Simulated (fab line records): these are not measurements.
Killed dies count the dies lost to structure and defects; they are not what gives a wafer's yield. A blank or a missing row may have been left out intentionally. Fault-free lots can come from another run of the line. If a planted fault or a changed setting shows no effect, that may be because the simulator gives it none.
Chamber matching || flow n5_finfet || N5_HKMG_FIN_ETCH_35 on rie_diel-02 has 4 sister chambers
The step etches SOC in N2/H2, target depth 215.8 nm, time 243.4 s. 8 wafers are shown with their chamber, then 9 later ones without.

## WAFERS PAIRED WITH THEIR CHAMBERS
{"wafer": "L079.3", "chamber": 0, "showerhead_plenum_p_Torr (Torr)": 2.35, "drypump_motor_current_A (A)": 6.3}
{"wafer": "L086.1", "chamber": 2, "showerhead_plenum_p_Torr (Torr)": 2.49, "drypump_motor_current_A (A)": 5.8}
{"wafer": "L088.2", "chamber": 1, "showerhead_plenum_p_Torr (Torr)": 2.65, "drypump_motor_current_A (A)": 5.4}
{"wafer": "L088.5", "chamber": 3, "showerhead_plenum_p_Torr (Torr)": 2.47, "drypump_motor_current_A (A)": 6.0}
{"wafer": "L088.6", "chamber": 2, "showerhead_plenum_p_Torr (Torr)": 2.49, "drypump_motor_current_A (A)": 5.8}
{"wafer": "L089.4", "chamber": 1, "showerhead_plenum_p_Torr (Torr)": 2.65, "drypump_motor_current_A (A)": 5.4}
{"wafer": "L089.5", "chamber": 3, "showerhead_plenum_p_Torr (Torr)": 2.46, "drypump_motor_current_A (A)": 5.9}
{"wafer": "L089.6", "chamber": 0, "showerhead_plenum_p_Torr (Torr)": 2.34, "drypump_motor_current_A (A)": 6.4}

## WAFERS WITH NO CHAMBER GIVEN
{"wafer": "L091.1", "showerhead_plenum_p_Torr (Torr)": 2.49, "drypump_motor_current_A (A)": 5.8}
{"wafer": "L091.3", "showerhead_plenum_p_Torr (Torr)": 2.65, "drypump_motor_current_A (A)": 5.4}
{"wafer": "L091.5", "showerhead_plenum_p_Torr (Torr)": 2.49, "drypump_motor_current_A (A)": 5.8}
{"wafer": "L093.1", "showerhead_plenum_p_Torr (Torr)": 2.46, "drypump_motor_current_A (A)": 6.0}
{"wafer": "L093.4", "showerhead_plenum_p_Torr (Torr)": 2.34, "drypump_motor_current_A (A)": 6.4}
{"wafer": "L093.5", "showerhead_plenum_p_Torr (Torr)": 2.46, "drypump_motor_current_A (A)": 6.0}
{"wafer": "L094.1", "showerhead_plenum_p_Torr (Torr)": 2.46, "drypump_motor_current_A (A)": 6.0}
{"wafer": "L094.5", "showerhead_plenum_p_Torr (Torr)": 2.46, "drypump_motor_current_A (A)": 6.0}
{"wafer": "L094.6", "showerhead_plenum_p_Torr (Torr)": 2.34, "drypump_motor_current_A (A)": 6.4}

## WHICH CHAMBER EACH ONE RAN IN
{"wafer": "L091.1", "from the rows above": 2, "in truth": 2}
{"wafer": "L091.3", "from the rows above": 1, "in truth": 1}
{"wafer": "L091.5", "from the rows above": 2, "in truth": 2}
{"wafer": "L093.1", "from the rows above": 3, "in truth": 3}
{"wafer": "L093.4", "from the rows above": 0, "in truth": 0}
{"wafer": "L093.5", "from the rows above": 3, "in truth": 3}
{"wafer": "L094.1", "from the rows above": 3, "in truth": 3}
{"wafer": "L094.5", "from the rows above": 3, "in truth": 3}
{"wafer": "L094.6", "from the rows above": 0, "in truth": 0}
Correctly placed: 9 of 9. From these rows, 0 cannot be placed. Placed wrongly: 0.
How it was worked out, from the rows above alone: a wafer's distance from a chamber is the root of the sum, over the readings, of the square of ((its reading less the chamber's mean) divided by the reading's scatter). The wafer belongs to the nearest chamber; if the next one is less than 2 further off, it can't be placed. For every chamber, the mean is computed from those of its wafers that are shown. The scatter: take each reading less its chamber's mean, square it, sum over the shown wafers, divide by the number of wafers less the number of chambers, and take the root.
